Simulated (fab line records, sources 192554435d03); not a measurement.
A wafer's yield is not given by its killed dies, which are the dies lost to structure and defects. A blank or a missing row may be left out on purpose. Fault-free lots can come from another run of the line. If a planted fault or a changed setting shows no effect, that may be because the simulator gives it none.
fab line records | flow n5Finfet
record lots=11 wafers=32 lastDay=18
route steps=1938 shown BEOL_M4@1081 TV_LITHO@1883 PASSIVATION@1928
lots untouched by any fault: they come from a run of this same line in which no faults occurred
startH: hours from the record's first day to the start of the lot's first wafer shown | waitH: how many hours have passed since the lot's step before this one | " unchanged from the row above | L1.1+2: one row covering several wafers at once | - no value, or no start given | * or withheld: withheld | < > ~ a bound
route shown NAME@n: NAME is a module with steps in the file, n the number in the route of the first one | usual: average and standard deviation across the fault-free wafers | same: alike in all rows | chamber/n: place in a boat | sites: the reading at each site | _std_site: their standard deviation | _edge_site: outer sites' mean less inner sites' | radiusMm: for every site, how far away it sits from the centre of the wafer | mask NAME#n: copy n | behind: the tool/chamber that last shaped the wafer | hold: the reason the lot was held/the length of the hold in hours/how it ended | device: whichever transistor did not switch (one of n, p or np) | end of line: at the end of the route, the tests of the same wafers | a step given without rows: its recipe and nothing more | killed: the dies lost at the first sort to structure and to defects; this is not the yield of the wafer | map: dies across one wafer; x = killed, . = not, _ = none there
set.NAME: the run value of the setting; set.NAME@STEP: its run value at that earlier step | model.NAME: the simulator's own value behind a step, which no gauge read
one table for each step of the route and one row for each wafer, over a sample of lots
services: when a tool's chamber went out of use (startH, in hours from the record's first day, below 0 if earlier), for how many hours, and the reason
## steps
# step N5_BEOL_M4_ALD_84
# recipe material=TaN targetThkA=* tempC=275 aldPrecursorFamily=PDMAT aldCoReactant=NH3 pressureTorr=3 carrierFlowSccm=1500 pulseTimeS=2 purgeTimeS=3 coReactantPurgeTimeS=2 coReactantPulseTimeS=3 aldCycles=30 precursorVesselTempC=75 precursorVesselPressureTorr=26.25 precursorVesselCarrierSccm=1000
# usual heaterPowerW=426/39
# columns lot.wafer tool chamber startH waitH heaterPowerW
L612.1 aldMetal-04 0 169.20 0.0 405
L612.2 " 3 " " 448
L612.5 " 2 " " 448
L613.1 aldMetal-04 3 171.82 0.0 458
L613.2 " 1 " " 458
L613.5 " 2 " " 445
L617.1 aldMetal-02 2 201.54 0.1 349
L617.2 " 1 " " 364
L617.6 " 3 " " 377
L619.1 aldMetal-04 3 206.81 0.0 460
L619.2 " 0 " " 398
L619.5 " 0 " " 409
L620.1 aldMetal-04 2 209.75 0.0 444
L620.4 " 3 " " 458
L620.6 " 1 " " 469
L622.2 aldMetal-01 1 216.51 0.0 498
L622.5 " 0 " " 454
L623.1 aldMetal-04 1 240.13 0.0 460
L623.2 " 2 " " 456
L623.6 " 0 " " 408
L628.2 aldMetal-04 2 265.75 0.0 446
L628.3 " 3 " " 450
L628.4 " 1 " " 461
L627.1 aldMetal-04 1 282.14 0.0 462
L627.2 " 3 " " 455
L627.5 " 2 " " 444
L629.1 aldMetal-04 2 291.27 0.0 452
L629.2 " 1 " " 463
L629.6 " 0 " " 399
L631.1 aldMetal-02 3 312.72 0.1 385
L631.4 " 1 " " 366
L631.5 " 3 " " 386
# step N5_PASSIVATION_CD_MEAS_10
# recipe targetCdNm=3000 landingEnergyEv=500 detector=seInlens
# usual cdNm=2998.2/2.5
# columns lot.wafer tool chamber startH waitH cdNm
L612.1 cdSem-01 0 264.14 - 2995.3
L612.2 " 0 " " 2996.8
L612.5 " 0 " " 2997.0
L613.1 cdSem-03 0 268.89 - 3000.6
L613.2 " 0 " " 3000.4
L613.5 " 0 " " 3001.4
L619.1 cdSem-01 0 298.26 - 2996.2
L619.2 " 0 " " 2997.6
L619.5 " 0 " " 2996.6
L617.1 cdSem-03 0 298.55 - 2996.0
L617.2 " 0 " " 2997.7
L617.6 " 0 " " 2999.0
L622.2 cdSem-02 0 310.12 - 2998.6
L622.5 " 0 " " 3002.6
L620.1 cdSem-02 0 311.90 - 2994.3
L620.4 " 0 " " 2998.1
L620.6 " 0 " " 2998.4
L623.1 cdSem-01 0 338.87 - 2999.2
L623.2 " 0 " " 3000.4
L623.6 " 0 " " 2999.1
L628.2 cdSem-01 0 371.01 - 2998.6
L628.3 " 0 " " 3000.3
L628.4 " 0 " " 2999.8
L627.1 cdSem-02 0 388.07 - 3000.6
L627.2 " 0 " " 3001.2
L627.5 " 0 " " 3000.9
L629.1 cdSem-02 0 393.27 - 2997.0
L629.2 " 0 " " 2997.7
L629.6 " 0 " " 2997.0
L631.1 cdSem-02 0 424.69 - 2997.6
L631.4 " 0 " " 2999.1
L631.5 " 0 " " 3002.9
# step N5_PASSIVATION_DESCUM_46
# recipe chemistry=O2 timeS=7.9 sourcePowerW=50 biasPowerW=20 pressureMtorr=20 rfFrequencyHz=2.712e+07 tempC=40 o2FlowSccm=225
# usual drypumpMotorCurrentA=5.7/0.4 oesProductAu=0.83/0.088 rfVppV=243.7/1.5 showerheadPlenumPTorr=2.13/0.08 throttleValvePct=20.39/0.28
# columns lot.wafer tool chamber startH waitH drypumpMotorCurrentA oesProductAu rfHoursCounterH rfVppV showerheadPlenumPTorr throttleValvePct
L612.1 rieDiel-03 0 267.88 0.0 6.2 0.66 237 244.5 2.16 20.74
L612.2 " 3 " " 5.1 0.69 223 241.7 1.98 20.77
L612.5 " 2 " " 5.2 0.93 - 241.9 2.07 20.49
L613.1 rieDiel-03 0 274.52 0.0 6.2 0.67 241 246.3 2.16 20.76
L613.2 " 3 " " 5.2 0.69 227 241.1 1.98 20.77
L613.5 " 0 " " 6.2 0.67 - 243.7 2.16 20.76
L619.1 rieDiel-01 0 301.94 0.2 5.2 0.76 142 244.7 2.18 20.50
L619.2 " 1 " " 6.1 0.82 79 245.8 2.11 20.16
L619.5 " 1 " " 6.1 0.84 - 243.1 2.11 20.16
L617.1 rieDiel-03 3 302.63 0.0 5.1 0.69 236 241.7 1.98 20.78
L617.2 " 2 " " 5.2 0.91 30 242.3 2.06 20.52
L617.6 " 2 " " 5.2 0.91 - 244.6 2.06 20.53
L622.2 rieDiel-05 2 314.31 0.2 6.1 0.71 229 244.1 2.16 20.82
L622.5 " 2 " " 6.1 0.70 - 244.4 2.16 20.81
L620.1 rieDiel-05 2 315.98 0.0 6.1 0.70 230 244.9 2.16 20.83
L620.4 " 1 " " 5.5 0.91 - 241.3 2.04 20.18
L620.6 " 2 " " 6.1 0.70 - 244.3 2.16 20.79
L623.1 rieDiel-01 1 342.40 0.0 6.1 0.82 95 243.6 2.10 20.17
L623.2 " 3 " " 5.7 0.85 64 244.2 2.21 20.77
L623.6 " 0 " " 5.1 0.74 - 244.9 2.18 20.49
L628.2 rieDiel-01 3 375.15 0.1 5.7 0.83 73 244.8 2.21 20.78
L628.3 " 2 " " 5.5 0.80 105 243.3 2.11 20.38
L628.4 " 0 " " 5.2 0.73 164 245.0 2.17 20.53
L627.1 rieDiel-05 1 392.03 0.4 5.5 0.86 39 242.3 2.03 20.20
L627.2 " 0 " " 6.1 0.83 58 244.5 2.22 20.11
L627.5 " 0 " " 6.1 0.84 - 245.5 2.22 20.10
L629.1 rieDiel-01 0 399.40 0.0 5.1 0.73 172 244.0 2.17 20.52
L629.2 " 2 " " 5.5 0.80 111 243.2 2.11 20.39
L629.6 " 3 " " 5.7 0.82 - 245.2 2.21 20.77
L631.1 rieDiel-05 3 428.55 0.0 6.1 0.91 31 244.7 2.24 20.26
L631.4 " 1 " " 5.5 0.84 50 243.2 2.03 20.22
L631.5 " 3 " " 6.1 0.91 - 245.4 2.24 20.25
# step N5_PASSIVATION_ETCH_54
# recipe chemistry=CHF3/O2 target=SiO2 targetDepthA=8800 CHF3_flow_sccm=50 O2_flow_sccm=5 Ar_flow_sccm=200 timeS=440 maskMaterial=PR pressureMtorr=30 sourceW=650 biasW=170 ionEnergyEv=200
# usual drypumpMotorCurrentA=5.7/0.4 mfcArSccm=199.9/0.55 oes_f_703_au=0.82/0.088 oesProductAu=0.82/0.083 rfVppV=523/9.7 showerheadPlenumPTorr=2.45/0.087 throttleValvePct=18.75/0.27
# columns lot.wafer tool chamber startH waitH drypumpMotorCurrentA mfcArSccm oes_f_703_au oesProductAu rfHoursCounterH rfVppV showerheadPlenumPTorr throttleValvePct
L612.1 rieDiel-03 0 268.15 0.1 6.2 199.7 0.66 0.67 238 530 2.47 19.11
L612.2 " 3 " " 5.1 198.9 0.68 0.69 224 525 2.28 19.13
L612.5 " 2 " " 5.2 199.8 0.92 0.92 - 520 2.38 18.83
L613.1 rieDiel-03 0 274.78 0.1 6.2 200.3 0.65 0.67 242 531 2.47 19.10
L613.2 " 3 " " 5.1 199.3 0.67 0.69 228 523 2.28 19.14
L613.5 " 0 " " 6.2 200.8 0.66 0.67 - 530 2.47 19.09
L619.1 rieDiel-01 0 302.21 0.1 5.1 200.2 0.73 0.75 142 530 2.50 18.79
L619.2 " 1 " " 6.1 200.1 0.82 0.82 80 537 2.44 18.63
L619.5 " 1 " " 6.1 199.6 0.83 0.82 - 537 2.44 18.62
L617.1 rieDiel-03 3 302.89 0.1 5.1 200.5 0.67 0.69 237 524 2.28 19.16
L617.2 " 2 " " 5.2 200.4 0.90 0.89 30 520 2.38 18.84
L617.6 " 2 " " 5.2 200.3 0.89 0.90 - 521 2.38 18.85
L622.2 rieDiel-05 2 314.58 0.1 6.1 199.7 0.69 0.70 229 535 2.47 19.11
L622.5 " 2 " " 6.2 199.9 0.70 0.70 - 535 2.47 19.10
L620.1 rieDiel-05 2 316.24 0.1 6.2 199.6 0.70 0.70 230 536 2.47 19.13
L620.4 " 1 " " 5.5 201.2 0.87 0.89 - 514 2.36 18.61
L620.6 " 2 " " 6.1 199.5 0.70 0.71 - 535 2.47 19.10
L623.1 rieDiel-01 1 342.67 0.1 6.1 200.4 0.81 0.81 95 538 2.44 18.64
L623.2 " 3 " " 5.7 200.5 0.82 0.84 65 515 2.55 19.17
L623.6 " 0 " " 5.1 199.9 0.72 0.74 - 530 2.49 18.81
L628.2 rieDiel-01 3 375.41 0.1 5.7 199.3 0.81 0.82 73 514 2.55 19.17
L628.3 " 2 " " 5.6 200.2 0.78 0.80 105 537 2.42 18.66
L628.4 " 0 " " 5.1 200.3 0.71 0.73 165 531 2.49 18.82
L627.1 rieDiel-05 1 392.30 0.1 5.5 200.0 0.83 0.86 40 512 2.35 18.62
L627.2 " 0 " " 6.1 200.2 0.85 0.83 58 516 2.55 18.50
L627.5 " 0 " " 6.1 200.7 0.85 0.84 - 515 2.55 18.49
L629.1 rieDiel-01 0 399.67 0.1 5.2 199.9 0.70 0.72 172 528 2.48 18.84
L629.2 " 2 " " 5.5 200.5 0.78 0.80 111 536 2.41 18.69
L629.6 " 3 " " 5.7 200.1 0.80 0.82 - 517 2.54 19.18
L631.1 rieDiel-05 3 428.81 0.1 6.1 200.0 0.93 0.90 31 513 2.54 18.45
L631.4 " 1 " " 5.5 198.5 0.80 0.83 50 513 2.34 18.67
L631.5 " 3 " " 6.1 200.2 0.93 0.90 - 513 2.54 18.45
# step N5_PASSIVATION_PROBE_49
# usual defectLimitedYield=91.3/1.7 killed_at_M0_to_M3=33/9.9 killed_at_M4_up=14/6.4 killedAtContacts=12/7 killedAtFrontEnd=41/13 killedAtOther=3.1/2.9 killedDies=103/20 killedOnRim=13/4 killedOpen=67/14 killedShort=34/9.4 sort_bin_4_leakage=0.03/0.24 sort_bin_5_function=5.1/1.1 sort_bin_6_memory=3.2/0.79 sort_bin_8_speed=0.02/0.15 sortNPass=1077/21 sortYieldPct=91.2/1.7
# same grossDies=1180 killedAtBackSide=0
# columns lot.wafer tool chamber startH waitH defectLimitedYield[%] killed_at_M0_to_M3 killed_at_M4_up killedAtContacts killedAtFrontEnd killedAtOther killedDies killedOnRim killedOpen killedShort sort_bin_4_leakage[%] sort_bin_5_function[%] sort_bin_6_memory[%] sort_bin_8_speed[%] sortNPass sortYieldPct[%]
L619.1 prober-01 - 304.99 0.0 90.7 27 16 6 55 6 110 12 58 48 0 5.9 2.9 0 1070 90.7
L619.2 prober-01 - 305.04 0.1 92.5 37 5 9 37 1 89 8 47 40 0 4.6 2.8 0 1091 92.5
L619.5 prober-01 - 305.19 0.2 91.9 27 8 6 49 6 96 14 54 40 0 5.2 2.7 0 1084 91.9
L628.2 prober-02 - 378.25 0.1 91.5 34 14 16 34 2 100 13 70 28 0 4.7 3.6 0 1080 91.5
L628.3 prober-02 - 378.30 0.1 91.0 40 18 5 39 4 106 19 58 34 0 4.3 3.1 0 1074 91.0
L628.4 prober-02 - 378.35 0.2 80.6 33 140 7 40 9 229 29 68 33 0 10.5 4.5 0 951 80.6
L627.1 prober-02 - 395.11 0.0 81.4 29 147 12 32 0 220 34 40 39 0 10.7 3.3 0 960 81.4
L627.2 prober-02 - 395.16 0.1 92.3 27 4 16 39 5 91 14 47 38 0 4.8 2.6 0 1089 92.3
L627.5 prober-02 - 395.31 0.2 90.8 19 9 29 51 0 108 11 64 43 0 6.3 2.5 0 1072 90.8
L629.1 prober-01 - 402.45 0.0 93.3 34 6 12 24 3 79 14 51 28 0 3.1 3.4 0 1101 93.3
L629.2 prober-01 - 402.50 0.1 84.7 18 138 5 12 8 181 24 25 24 0 9.5 2.6 0 999 84.7
L629.6 prober-01 - 402.70 0.3 93.1 28 9 19 24 1 81 3 59 20 0 4.3 2.5 0 1099 93.1
L631.1 prober-01 - 431.59 0.0 93.2 25 12 7 33 3 80 11 57 23 0 3.4 3.0 0 1100 93.2
L631.4 prober-01 - 431.74 0.2 92.6 18 12 14 41 2 87 10 62 25 0 4.3 2.8 0 1093 92.6
L631.5 prober-01 - 431.79 0.2 91.4 33 20 11 35 2 101 11 76 25 0 4.7 3.6 0 1079 91.4
# killed by level:class
L619.1 FIN_SAQP:geometricParticle:short=19 FIN_SAQP:geometricParticle:open=7 STI_FIN_REVEAL:geometricParticle:open=6 BEOL_M0_SAQP:geometricParticle:open=6 BEOL_M4:geometricParticle:open=6 SPACER0:geometricParticle:open=5 MOL_CONTACT_COAG:geometricParticle:open=5 BEOL_M1:geometricParticle:open=5
L619.2 GATE_CUT:geometricParticle:short=10 BEOL_M0_SAQP:geometricParticle:open=7 BEOL_M3:geometricParticle:open=7 MOL_CONTACT_COAG:geometricParticle:open=6 BEOL_M1:geometricParticle:open=6 BEOL_M0_SAQP:geometricParticle:short=5 BEOL_M2:geometricParticle:open=5 BEOL_M1:geometricParticle:short=4
L619.5 STI_FIN_REVEAL:geometricParticle:open=16 FIN_SAQP:geometricParticle:short=13 MOL_CONTACT_COAG:geometricParticle:open=6 BEOL_M3:geometricParticle:open=6 BEOL_M4:geometricParticle:short=5 DUMMY_GATE:geometricParticle:open=4 BEOL_M0_SAQP:geometricParticle:open=4 BEOL_M1:geometricParticle:open=4
L628.2 MOL_CONTACT_COAG:geometricParticle:open=14 BEOL_M3:geometricParticle:open=9 STI_FIN_REVEAL:geometricParticle:open=9 BEOL_M0_SAQP:geometricParticle:short=7 BEOL_M0_SAQP:geometricParticle:open=6 BEOL_M4:geometricParticle:open=6 FIN_SAQP:geometricParticle:open=5 FIN_SAQP:geometricParticle:short=4
L628.3 HKMG_FIN:areaEtch=12 BEOL_M3:geometricParticle:open=9 STI_FIN_REVEAL:geometricParticle:open=7 BEOL_M0_SAQP:geometricParticle:open=7 BEOL_M0_SAQP:geometricParticle:short=6 BEOL_M4:geometricParticle:open=6 FIN_SAQP:geometricParticle:short=5 BEOL_M1:geometricParticle:open=5
L628.4 BEOL_M4:unspecified=125 FIN_SAQP:geometricParticle:short=12 BEOL_M0_SAQP:geometricParticle:open=10 STI_FIN_REVEAL:geometricParticle:open=7 MOL_CONTACT_COAG:geometricParticle:open=7 BEOL_M4:geometricParticle:open=7 FIN_SAQP:geometricParticle:open=6 BEOL_M0_SAQP:geometricParticle:short=6
L627.1 BEOL_M4:unspecified=137 FIN_SAQP:geometricParticle:short=12 BEOL_M0_SAQP:geometricParticle:short=11 MOL_CONTACT_COAG:geometricParticle:open=9 BEOL_M2:geometricParticle:open=7 GATE_CUT:geometricParticle:short=4 BEOL_M0_SAQP:geometricParticle:open=4 FIN_SAQP:geometricParticle:open=3
L627.2 FIN_SAQP:geometricParticle:short=11 FIN_SAQP:geometricParticle:open=9 MOL_CONTACT_COAG:geometricParticle:open=9 BEOL_M3:geometricParticle:open=8 GATE_CUT:geometricParticle:short=7 MOL_CONTACT_COAG:geometricParticle:short=7 BEOL_M1:geometricParticle:open=5 GATE_CUT:geometricParticle:open=4
L627.5 MOL_CONTACT_COAG:geometricParticle:open=24 FIN_SAQP:geometricParticle:short=16 FIN_SAQP:geometricParticle:open=13 BEOL_M0_SAQP:geometricParticle:open=6 GATE_CUT:geometricParticle:short=5 MOL_CONTACT_COAG:geometricParticle:short=5 STI_FIN_REVEAL:geometricParticle:open=4 BEOL_M0_SAQP:geometricParticle:short=4
L629.1 MOL_CONTACT_COAG:geometricParticle:open=9 GATE_CUT:geometricParticle:short=6 BEOL_M0_SAQP:geometricParticle:open=6 BEOL_M3:geometricParticle:open=6 BEOL_M0_SAQP:geometricParticle:short=5 DUMMY_GATE:geometricParticle:open=4 GATE_CUT:geometricParticle:open=4 BEOL_M0:geometricParticle:open=4
L629.2 BEOL_M4:unspecified=129 MIM_TOP_ETCH:geometricParticle:short=6 BEOL_M0_SAQP:geometricParticle:short=5 FIN_SAQP:geometricParticle:short=4 MOL_CONTACT_COAG:geometricParticle:open=4 BEOL_M2:geometricParticle:open=4 BEOL_M3:geometricParticle:open=3 FIN_SAQP:geometricParticle:open=2
L629.6 MOL_CONTACT_COAG:geometricParticle:open=17 BEOL_M3:geometricParticle:open=7 BEOL_M0_SAQP:geometricParticle:short=5 DUMMY_GATE:geometricParticle:open=4 GATE_CUT:geometricParticle:short=4 BEOL_M0_SAQP:geometricParticle:open=4 BEOL_M2:geometricParticle:open=4 BEOL_M0:geometricParticle:open=3
L631.1 STI_FIN_REVEAL:geometricParticle:open=9 BEOL_M4:geometricParticle:open=9 BEOL_M2:geometricParticle:open=8 MOL_CONTACT_COAG:geometricParticle:open=6 STARTING-WAFER:geometricParticle:short=5 GATE_CUT:geometricParticle:open=4 FIN_SAQP:geometricParticle:open=3 BEOL_M0:geometricParticle:open=3
L631.4 MOL_CONTACT_COAG:geometricParticle:open=11 STI_FIN_REVEAL:geometricParticle:open=10 DUMMY_GATE:geometricParticle:open=9 BEOL_M2:geometricParticle:open=6 GATE_CUT:geometricParticle:short=5 FIN_SAQP:geometricParticle:open=4 BEOL_M4:geometricParticle:open=4 STARTING-WAFER:geometricParticle:short=4
L631.5 BEOL_M4:geometricParticle:open=16 MOL_CONTACT_COAG:geometricParticle:open=11 BEOL_M1:geometricParticle:open=8 STI_FIN_REVEAL:geometricParticle:open=7 BEOL_M2:geometricParticle:open=7 FIN_SAQP:geometricParticle:open=6 FIN_SAQP:geometricParticle:short=4 DUMMY_GATE:geometricParticle:open=3
## services
# columns tool chamber startH hours kind
rieDiel-05 - 147.61 14.6 pm
rieDiel-05 0 175.21 1.2 repair
aldMetal-02 0 175.38 3.0 repair
rieDiel-01 - 216.73 1.2 repair
rieDiel-05 1 237.91 6.5 repair
aldMetal-02 - 239.74 0.8 repair
rieDiel-03 0 258.93 7.9 repair
rieDiel-03 1 266.71 8.6 repair
aldMetal-01 - 279.78 14.6 pm
aldMetal-02 2 281.62 6.4 repair
rieDiel-03 1 289.50 8.2 repair
aldMetal-02 - 296.99 14.6 pm
aldMetal-04 - 301.55 2.8 pm
aldMetal-04 3 305.55 25.9 repair
rieDiel-05 1 308.63 4.9 repair
rieDiel-03 2 309.62 9.7 repair
aldMetal-02 - 320.01 28.1 pm
rieDiel-05 1 329.31 1.2 repair
aldMetal-04 1 366.46 2.0 repair
rieDiel-03 0 412.68 1.7 repair
rieDiel-03 - 415.85 0.5 repair
aldMetal-04 0 416.19 7.6 repair
rieDiel-03 0 418.15 8.2 repair
aldMetal-04 - 428.74 14.6 pm
## key
firstSign step=N5_PASSIVATION_PROBE_49 reading=killed_at_M4_up direction=up sigmas=20 usual=14 struck=142
effect step=N5_PASSIVATION_PROBE_49 reading=defectLimitedYield direction=down sigmas=5.2 usual=91.3 struck=82.2
moreKillsBornAt N5_BEOL_M4_ALD_84@aldMetal-04=391
metAt N5_BEOL_M4_ALD_84
struckLots L627,L628,L629
struckWafers L627.1,L628.4,L629.2
baselineLoss step=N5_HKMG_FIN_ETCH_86 wafers=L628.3
notActingAt N5_PASSIVATION_CD_MEAS_10,N5_PASSIVATION_DESCUM_46,N5_PASSIVATION_ETCH_54
onsetBetween 240.13 265.75
fault kind=chamberParticleSource tool=aldMetal-04 chamber=1 onsetH=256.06 steps=N5_BEOL_M4_ALD_84 ratePerVisitCm2=1.8671 endH=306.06
# baselineLoss: these wafers lose ten dies or more at that step, a loss of the line's own and not of a fault; the sort's usual values leave them out
